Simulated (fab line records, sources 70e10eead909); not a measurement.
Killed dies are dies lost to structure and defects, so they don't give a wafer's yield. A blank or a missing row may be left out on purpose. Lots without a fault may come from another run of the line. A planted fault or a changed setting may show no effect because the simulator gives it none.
A struck lot beside a sound one | flow nand_harc | 42 steps out of a route of 1302
Sound: wafers L826.1, L826.2, L826.3. Struck: wafers L828.1, L828.3, L828.5. The cause comes at the end.
At each step with rows: each side's tool, then ch and its chambers, then its first start. Under that, the readings that differ: sound wafers | struck wafers | difference of the means | sigmas: that difference in standard deviations of wafers without a fault.
alike: readings whose means differ by less than 2 such deviations, and words and numbers that are the same on both sides. not compared: withheld readings, readings that some wafer has no value for, bounds like >300 that may hide the same value, and numbers for which the record gives no deviation and whose values overlap.
The two part at a step that has a row with sigmas, a row that says differs or no value, or rows on one side only. Numbers that don't overlap but have no deviation are shown without sigmas and don't part them. A reading that every wafer of one side lacks parts them only if that side has two wafers or more.

first, 6 steps without rows for these wafers: NHARC_A_CONTACT_ETCH_113 (etches the open film in C4F8/O2/Ar, time 190 s, target depth 1850 nm); NHARC_A_CONTACT_ETCH_114 (etches the open film in C4F8/O2/Ar, time 190 s, target depth 1850 nm); NHARC_A_CONTACT_ETCH_115 (etches the open film in C4F8/O2/Ar, time 190 s, target depth 1850 nm); NHARC_A_CONTACT_ETCH_116 (etches the open film in C4F8/O2/Ar, time 190 s, target depth 1850 nm); NHARC_A_CONTACT_ETCH_117 (etches the open film in C4F8/O2/Ar, time 190 s, target depth 1850 nm); NHARC_A_CONTACT_ETCH_118 (etches the open film in C4F8/O2/Ar, time 190 s, target depth 1850 nm).
NHARC_A_CONTACT_ETCH_119: etches the open film in C4F8/O2/Ar, time 190 s, target depth 1850 nm.
  sound on har_cap_etch-03 ch 0,1, day 27 04:18; struck on har_cap_etch-01 ch 0,1, day 28 16:59
  alike: oes_air_line_au
  not compared: rf_hours_counter_h
then, 1 step without rows for these wafers: NHARC_A_CONTACT_ETCH_120 (etches the open film in C4F8/O2/Ar, time 190 s, target depth 1850 nm).
NHARC_A_CONTACT_ETCH_121: etches the open film in C4F8/O2/Ar, time 190 s, target depth 1850 nm.
  sound on har_cap_etch-03 ch 0,1, day 27 04:46; struck on har_cap_etch-01 ch 0,1, day 28 17:19
  alike: oes_air_line_au
  not compared: rf_hours_counter_h
then, 3 steps without rows for these wafers: NHARC_A_CONTACT_ETCH_122 (etches the open film in C4F8/O2/Ar, time 190 s, target depth 1850 nm); NHARC_A_CONTACT_ETCH_123 (etches the open film in C4F8/O2/Ar, time 490 s, target depth 2110 nm); NHARC_A_CONTACT_ETCH_90 (etches the open film in CH3F/O2, target depth 40 nm, time 85.7 s).
NHARC_A_CONTACT_ETCH_96: etches the open film in C4F6/O2, target depth 20 nm, time 10 s.
  sound on rie_diel-13 ch 0,2,3, day 27 06:30; struck on rie_diel-13 ch 0,2,3, day 28 18:46
  alike: drypump_motor_current_A, oes_product_au, rf_vpp_V, showerhead_plenum_p_Torr, throttle_valve_pct
  not compared: rf_hours_counter_h
NHARC_A_CONTACT_CD_MEAS_53:
  sound on cd_sem-01, day 27 06:35; struck on cd_sem-02, day 28 18:50
  alike: cd_nm
then, 4 steps without rows for these wafers: NHARC_A_CONTACT_STRIP_99 (strips in N2/H2); NHARC_A_CONTACT_STRIP_100 (strips in CF4/CHF3); NHARC_A_CONTACT_STRIP_101 (strips in O2/COS); NHARC_A_CONTACT_ETCH_102 (etches the open film in CF4/O2, target depth 100 nm, overetch 10 nm, time 55 s).
NHARC_A_CONTACT_STRIP_55: strips in O2.
  sound on rie_diel-13 ch 1,2,3; struck on rie_diel-02 ch 0,1
  alike: drypump_motor_current_A, oes_product_au, rf_vpp_V, showerhead_plenum_p_Torr, throttle_valve_pct
  not compared: rf_hours_counter_h
then, 13 steps without rows for these wafers: NHARC_A_CONTACT_STRIP_56 (strips in post etch residue remover, time 600 s); NHARC_A_CONTACT_DEP_57 (deposits aC, target thk 5300 nm); NHARC_A_CONTACT_DEP_58 (deposits SiON, target thk 90 nm); NHARC_A_CONTACT_DEHYDRATE_59 (time 120 s); NHARC_A_CONTACT_HMDS_60 (time 30 s); NHARC_A_CONTACT_COAT_61 (time 75 s); NHARC_A_CONTACT_COAT_62 (time 65 s); NHARC_A_CONTACT_COAT_63 (resist thk 90 nm); NHARC_A_CONTACT_SOFTBAKE_64 (time 55 s); NHARC_A_CONTACT_EBR_65; NHARC_A_CONTACT_EXPOSE_66 (exposes mask A CC 2); NHARC_A_CONTACT_PEB_67 (peb time 65 s); NHARC_A_CONTACT_DEVELOP_68 (develop time 35 s).
NHARC_A_CONTACT_CD_MEAS_69: target cd 300 nm.
  sound on cd_sem-01 ch 0, day 27 12:02; struck on cd_sem-02 ch 0, day 29 01:03
  alike: cd_nm
NHARC_A_CONTACT_OVL_MEAS_70:
  sound on overlay-02, day 27 12:07; struck on overlay-01, day 29 01:08
  alike: overlay_x_nm, overlay_y_nm
then, 5 steps without rows for these wafers: NHARC_A_CONTACT_DESCUM_74 (chemistry O2, time 3 s); NHARC_A_CONTACT_ETCH_75 (etches the open film in CF4, target depth 39 nm, time 65 s); NHARC_A_CONTACT_ETCH_76 (etches the open film in N2/H2, target depth 260 nm, time 475.3 s); NHARC_A_CONTACT_ETCH_77 (etches the open film in CF4/CHF3, target depth 108.9 nm, time 54.5 s); NHARC_A_CONTACT_ETCH_78 (etches the open film in O2/COS, target depth 5300 nm, time 1378 s).
NHARC_A_CONTACT_ETCH_124: etches the open film in C4F8/O2/Ar, time 140 s, target depth 700 nm.
  sound on har_cap_etch-02 ch 0,1, day 27 13:46; struck on har_cap_etch-02 ch 0,1, day 29 02:46
  alike: oes_air_line_au
  not compared: rf_hours_counter_h
NHARC_A_CONTACT_ETCH_125: etches the open film in C4F8/O2/Ar, time 197 s, target depth 1918 nm.
  sound on har_cap_etch-02 ch 0,1, day 27 13:58; struck on har_cap_etch-02 ch 0,1, day 29 02:58
  alike: oes_air_line_au
  not compared: rf_hours_counter_h
-- the record jumps here: 2 days lie between the struck wafers' starts before and after (it left off in module A_CONTACT and takes up again in module END, whose first step shown is number 1302 of the route) --
NHARC_END_SORT_01:
  sound on prober-02 ch 0, day 29 22:00; struck on prober-02 ch 0, day 31 13:07
  reading         | sound    | struck     | difference | sigmas
  killed_at_array | 26 20 19 | 96 137 85  | +84        | +5
  killed_dies     | 29 21 23 | 102 140 92 | +87        | +5
  alike: killed_at_other, killed_at_periphery, killed_open, killed_short

WHERE THEY PART
Only at NHARC_END_SORT_01, within this record.

WHY: what the simulator had put in
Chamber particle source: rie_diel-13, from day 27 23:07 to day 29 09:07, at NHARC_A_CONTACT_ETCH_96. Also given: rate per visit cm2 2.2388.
